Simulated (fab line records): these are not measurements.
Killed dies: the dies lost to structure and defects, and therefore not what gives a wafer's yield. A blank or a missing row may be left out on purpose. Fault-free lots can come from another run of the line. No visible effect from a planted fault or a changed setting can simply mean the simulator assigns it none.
A struck lot beside a sound one || flow n5Finfet || 19 steps out of a route of 1938
Sound: the wafers L571.2, L571.3, L571.5. Wafers L577.1, L577.3, L577.5 were the ones struck. At the end, the cause is stated.
Each step with rows lists, per side, the tool, then ch with its chambers, then its first start. Under that, the readings that differ: sound wafers || struck wafers || difference of the means || sigmas: that difference in standard deviations of wafers without a fault.
alike: readings whose means differ by less than 2 such deviations, and words and numbers that are the same on both sides. not compared: withheld readings, readings that some wafer has no value for, bounds like >300 that may hide the same value, and numbers for which the record gives no deviation and whose values overlap.
The two part at a step that has a row with sigmas, a row that says differs or no value, or rows on one side only. Non-overlapping numbers with no deviation appear without sigmas and do not part them. A reading that every wafer of one side lacks parts them only if that side has two wafers or more.

first, 1 step without rows for these wafers: N5_MIM_TOP_LITHO_HARDBAKE_09 (time 120 s).
N5_MIM_TOP_LITHO_CD_MEAS_08: target cd 2000 nm.
  sound on cdSem-01 ch 0, day 12 23:40; struck on cdSem-02 ch 0, day 15 00:02
  alike: cdNm
N5_MIM_TOP_LITHO_OVL_MEAS_11:
  sound on overlay-02 ch 0, day 12 23:41; struck on overlay-01 ch 0, day 15 00:04
  alike: MIM_TOP_OVL
N5_MIM_TOP_LITHO_INSPECT_12: inspects for defects (macro).
  sound: defectInspect-01 at day 12 23:43; struck: defectInspect-01 at day 15 00:05
  alike: rawDefectCount
N5_MIM_TOP_LITHO_DESCUM_10: chemistry O2, time 7.9 s.
  sound on rieDiel-06 ch 2,3, day 12 23:45; struck on rieDiel-06 ch 1,2, day 15 00:10
  alike: drypumpMotorCurrentA, oesProductAu, rfVppV, showerheadPlenumPTorr, throttleValvePct
  not compared: rfHoursCounterH
N5_MIM_TOP_ETCH_ETCH_00: etches TiN in Cl2/BCl3, target depth 38.5 nm.
  sound on rieMetal-01 ch 1, day 12 23:50; struck on rieMetal-03 ch 0,1, day 15 00:16
  alike: drypumpMotorCurrentA, oesProductAu, throttleValvePct
  not compared: rfHoursCounterH
N5_MIM_TOP_ETCH_STRIP_01: strips in O2.
  sound on rieDiel-02 ch 0,1, day 13 00:05; struck on rieDiel-04 ch 0,2, day 15 00:25
  alike: drypumpMotorCurrentA, oesProductAu, rfVppV, showerheadPlenumPTorr, throttleValvePct
  not compared: rfHoursCounterH
N5_MIM_TOP_ETCH_PECVD_03: deposits SiNx from SiH4/NH3/N2, target thk 20 nm, time 17.6 s.
  sound on pecvd-02 ch 1,2, day 13 00:08; struck on pecvd-01 ch 0,2, day 15 00:28
  alike: heaterPowerW, showerheadPlenumPTorr, showerheadVppV, throttleValvePct
then, 4 steps without rows for these wafers: N5_MIM_BOT_LITHO_HMDS_01 (time 60 s); N5_MIM_BOT_LITHO_COAT_02; N5_MIM_BOT_LITHO_EBR_04; N5_MIM_BOT_LITHO_SOFTBAKE_03 (time 90 s).
N5_MIM_BOT_LITHO_EXPOSE_05: exposes mask MIM BOT.
  sound on krfScanner-02 ch 0, day 13 00:27; struck on krfScanner-02 ch 0, day 15 00:39
{"reading": "model.MIM_BOT_LITHO.overlayXNm (nm)", "sound": "0.2 0.2 0.2", "struck": "626.4 626.4 626.4", "difference": "+626.2", "sigmas": ""}
  alike: mask, stageVelMmS
then, 3 steps without rows for these wafers: N5_MIM_BOT_LITHO_PEB_06; N5_MIM_BOT_LITHO_DEVELOP_07 (develop time 60 s); N5_MIM_BOT_LITHO_HARDBAKE_09 (time 120 s).
N5_MIM_BOT_LITHO_CD_MEAS_08: target cd 3000 nm.
  sound on cdSem-02 ch 0, day 13 00:38; struck on cdSem-01 ch 0, day 15 00:50
  alike: cdNm
N5_MIM_BOT_LITHO_OVL_MEAS_11:
  sound on overlay-01 ch 0, day 13 00:39; struck on overlay-01 ch 0, day 15 00:52
{"reading": "MIM_BOT_OVL (nm)", "sound": "-12 -7 -8", "struck": "617 621 623", "difference": "+629", "sigmas": "+99 or more"}
N5_MIM_BOT_LITHO_INSPECT_12: inspects for defects (macro).
  sound: defectInspect-02 at day 13 00:41; struck: defectInspect-02 at day 15 00:54
  alike: rawDefectCount

## WHERE THEY PART
N5_MIM_BOT_LITHO_OVL_MEAS_11 only, going by this record. Later steps at which nothing parts them and some readings are alike: N5_MIM_BOT_LITHO_INSPECT_12.

WHY: whatever the simulator had introduced
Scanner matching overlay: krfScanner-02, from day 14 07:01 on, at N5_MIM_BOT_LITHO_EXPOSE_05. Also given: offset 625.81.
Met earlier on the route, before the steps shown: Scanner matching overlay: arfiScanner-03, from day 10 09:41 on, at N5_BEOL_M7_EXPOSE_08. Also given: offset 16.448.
